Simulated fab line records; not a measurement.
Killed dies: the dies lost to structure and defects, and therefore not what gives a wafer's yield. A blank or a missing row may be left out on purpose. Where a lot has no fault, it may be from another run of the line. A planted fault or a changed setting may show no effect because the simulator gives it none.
Chamber matching    flow nand harc    NHARC_P_M0_DEP_00 on pecvd-04 has 3 sister chambers
The step deposits SiOC, target thk 150 nm. 6 wafers are shown with their chamber, then 8 later ones without.

EACH WAFER AND ITS CHAMBER
wafer   chamber  showerhead vpp V (V)
L936.5  2        1602
L936.6  0        1545
L937.4  0        1562
L937.5  1        1324
L937.6  2        1604
L938.1  1        1338

WAFERS WITH NO CHAMBER GIVEN
wafer   showerhead vpp V (V)
L938.2  1625
L938.3  1562
L939.3  1612
L939.4  1324
L939.5  1542
L943.1  1544
L943.4  1342
L943.6  1576

THE CHAMBER EACH PASSED THROUGH
wafer   from the rows above      in truth
L938.2  2                        2
L938.3  0                        0
L939.3  2                        2
L939.4  1                        1
L939.5  0                        0
L943.1  0                        0
L943.4  1                        1
L943.6  can't be placed: 0 or 2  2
Correctly placed: 7 of 8. These rows do not allow placing 1 (true chamber among the candidates in 1). Placed wrongly: 0.
How it was worked out, from the rows above alone: a wafer's distance from a chamber is the root of the sum, over the readings, of the square of ((its reading less the chamber's mean) divided by the reading's scatter). The wafer belongs to the nearest chamber; if the next one is less than 2 further off, it can't be placed. A chamber's mean is the mean of its shown wafers. How the scatter is found: for the shown wafers, subtract from each reading the mean of its chamber, square and add these, divide the total by (wafers less chambers), then take the root.
